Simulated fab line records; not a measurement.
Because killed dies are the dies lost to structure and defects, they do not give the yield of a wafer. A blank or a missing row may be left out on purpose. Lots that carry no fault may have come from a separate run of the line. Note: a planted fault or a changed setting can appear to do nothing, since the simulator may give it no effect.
The tool behind it: which one? -- flow n5Finfet -- 30 wafers from 10 lots sampled at 5 of the route's 1938 steps

== WHAT THE GAUGES SHOWED, per wafer ==
N5_BEOL_M5_INSPECT_13: inspects for defects (brightfield). Usual: 415 for rawDefectCount, sd 96.
lot,measured,on,rawDefectCount,flag
L219,day 8 14:22,defectInspect-01,315 390 381,
L220,day 9 00:22,defectInspect-01,336 400 253,
L221,day 9 00:24,defectInspect-02,322 422 522,
L223,day 10 02:49,defectInspect-02,389 397 362,
L225,day 10 06:26,defectInspect-02,441 380 558,
L227,day 10 08:41,defectInspect-01,481 429 339,
L229,day 11 06:50,defectInspect-01,317 276 447,
L233,day 12 17:34,defectInspect-01,411 322 402,
L240,day 14 00:23,defectInspect-01,357 339 440,
L242,day 14 09:48,defectInspect-02,499 444 327,

N5_BEOL_M5_CD_MEAS_28: target cd 30.6 nm, target cd y 20 nm. Usual: 30.60 nm for cdNm, sd 0.27.
lot,measured,on,cdNm (nm),flag
L219,day 8 15:54,cdSem-02,30.79 30.57 30.66,
L220,day 9 01:23,cdSem-01,30.71 30.05 30.69,
L221,day 9 01:35,cdSem-01,30.71 30.47 30.66,
L223,day 10 05:55,cdSem-02,30.88 30.51 30.63,
L225,day 10 07:42,cdSem-01,30.57 30.43 30.64,
L227,day 10 12:17,cdSem-02,30.57 30.50 30.40,
L229,day 11 08:40,cdSem-01,30.94 31.27 30.76,
L233,day 12 20:49,cdSem-01,30.31 30.38 30.15,
L240,day 14 01:51,cdSem-03,32.01 32.13 32.06,OFF
L242,day 14 11:22,cdSem-01,31.79 31.67 31.59,OFF

== TOOL THAT RAN EACH LOT (tool first, then ch and the chambers of the sampled wafers, then the start) ==
lot,N5_BEOL_M4_DEP_57,N5_BEOL_M5_ETCH_61,N5_BEOL_M5_EXPOSE_25
L219,"pecvd-03 ch 0,1,2, day 8 11:56","rieDiel-03 ch 0,2,3, day 8 14:28","euvScanner-02 ch 0, day 8 15:46"
L220,"pecvd-01 ch 0,2, day 8 20:32","rieDiel-03 ch 1,2, day 9 00:34","euvScanner-02 ch 0, day 9 01:14"
L221,"pecvd-01 ch 0,2, day 8 21:00","rieDiel-06 ch 1,3, day 9 00:36","euvScanner-01 ch 0, day 9 01:26"
L223,"pecvd-01 ch 0,1, day 9 23:19","rieDiel-06 ch 0,2, day 10 02:55","euvScanner-01 ch 0, day 10 05:46"
L225,"pecvd-03 ch 0,1,2, day 10 03:01","rieDiel-03 ch 0,2,3, day 10 06:31","euvScanner-02 ch 0, day 10 07:35"
L227,"pecvd-03 ch 0,1,2, day 10 06:25","rieDiel-06 ch 0,2, day 10 08:46","euvScanner-02 ch 0, day 10 12:10"
L229,"pecvd-02 ch 0,1, day 11 04:11","rieDiel-04 ch 0,1, day 11 07:27","euvScanner-02 ch 0, day 11 08:31"
L233,"pecvd-01 ch 0,1,2, day 12 12:34","rieDiel-06 ch 0,1,3, day 12 17:43","euvScanner-01 ch 0, day 12 20:41"
L240,"pecvd-01 ch 0,1, day 13 20:44","rieDiel-06 ch 2,3, day 14 00:28","euvScanner-02 ch 0, day 14 01:43"
L242,"pecvd-01 ch 0,1, day 14 06:35","rieDiel-06 ch 2,3, day 14 09:53","euvScanner-02 ch 0, day 14 11:14"
- N5_BEOL_M4_DEP_57: deposits SiCN from 3MS/NH3, target thk 8 nm, time 14 s.
- N5_BEOL_M5_ETCH_61: etches SiARC in CF4, target depth 15.6 nm, time 26 s.
- N5_BEOL_M5_EXPOSE_25: exposes mask V4, defocus 10 nm.

== WHAT THE TOOLS THEMSELVES READ (means of the sampled wafers that have a number; where no wafer has one, the mark that the record gives instead) ==
N5_BEOL_M4_DEP_57. Usual: showerheadPlenumPTorr 3.660 Torr, standard deviation 0.015; throttleValvePct 9.2 %, standard deviation 0.91.
lot,tool,showerheadPlenumPTorr (Torr),throttleValvePct (%),flag
L219,pecvd-03,3.650,9.6,
L220,pecvd-01,3.657,9.2,
L221,pecvd-01,3.654,9.2,
L223,pecvd-01,3.668,9.1,
L225,pecvd-03,3.649,9.5,
L227,pecvd-03,3.651,9.6,
L229,pecvd-02,3.676,8.7,
L233,pecvd-01,3.658,9.3,
L240,pecvd-01,3.669,9.2,
L242,pecvd-01,3.661,9.1,

N5_BEOL_M5_ETCH_61. Usual: drypumpMotorCurrentA 5.7 A, standard deviation 0.47; etchRfOnTimeS 26.3 s, standard deviation 0.9; oesProductAu 0.68 a.u., standard deviation 0.07; rfVppV 184.1 V, standard deviation 1; showerheadPlenumPTorr 2.14 Torr, standard deviation 0.055; throttleValvePct 15.65 %, standard deviation 0.21.
lot,tool,drypumpMotorCurrentA (A),etchRfOnTimeS (s),oesProductAu (a.u.),rfVppV (V),showerheadPlenumPTorr (Torr),throttleValvePct (%),flag
L219,rieDiel-03,5.6,25.7,0.73,183.6,2.14,15.56,
L220,rieDiel-03,5.3,25.8,0.78,184.5,2.16,15.33,
L221,rieDiel-06,6.0,26.1,0.71,184.5,2.17,15.56,
L223,rieDiel-06,5.8,27.3,0.61,184.1,2.10,15.74,
L225,rieDiel-03,5.6,25.9,0.71,184.1,2.14,15.58,
L227,rieDiel-06,5.7,26.9,0.62,184.3,2.10,15.75,
L229,rieDiel-04,5.7,25.8,0.61,183.7,2.12,15.81,
L233,rieDiel-06,5.7,26.7,0.66,183.4,2.12,15.65,
L240,rieDiel-06,6.1,25.7,0.77,183.2,2.12,15.47,
L242,rieDiel-06,6.1,25.8,0.76,183.4,2.12,15.48,

N5_BEOL_M5_EXPOSE_25. Usual: 52.67 for exposureDoseMJCm2, sd 0.057.
lot,tool,exposureDoseMJCm2,flag
L219,euvScanner-02,52.80,
L220,euvScanner-02,52.74,
L221,euvScanner-01,52.63,
L223,euvScanner-01,52.67,
L225,euvScanner-02,52.69,
L227,euvScanner-02,52.61,
L229,euvScanner-02,52.68,
L233,euvScanner-01,52.70,
L240,euvScanner-02,55.91,OFF
L242,euvScanner-02,55.32,OFF

== THE ANSWER, worked out from the rows above alone ==
Rule: a lot is off if the mean of its wafers that have a number lies more than 3 standard deviations from the usual mean. A lot without any number at a reading at which 4 lots or more have one is off too. All remaining lots with rows at the step are treated as sound. First the gauges in route order, then the tools' own readings, where a lot's mean is used as printed above. The first step at which some lot is off is used, and at that step the reading that is off furthest; a lot without a number counts as furthest.
Off, at N5_BEOL_M5_CD_MEAS_28 on cdNm: L240, L242.
A tool fits if, at a process step before that reading, it ran every lot that is off, and no sound lot after the first of them. The gauges at N5_BEOL_M5_CD_MEAS_28 aren't tried: what is off there is off at N5_BEOL_M5_EXPOSE_25 too, on other tools, and a gauge's error can't cause that. Can't be told from this: 3 tools fit, pecvd-01 at N5_BEOL_M4_DEP_57, rieDiel-06 at N5_BEOL_M5_ETCH_61, euvScanner-02 at N5_BEOL_M5_EXPOSE_25.

== WHAT THE SIMULATOR HAD INSERTED ==
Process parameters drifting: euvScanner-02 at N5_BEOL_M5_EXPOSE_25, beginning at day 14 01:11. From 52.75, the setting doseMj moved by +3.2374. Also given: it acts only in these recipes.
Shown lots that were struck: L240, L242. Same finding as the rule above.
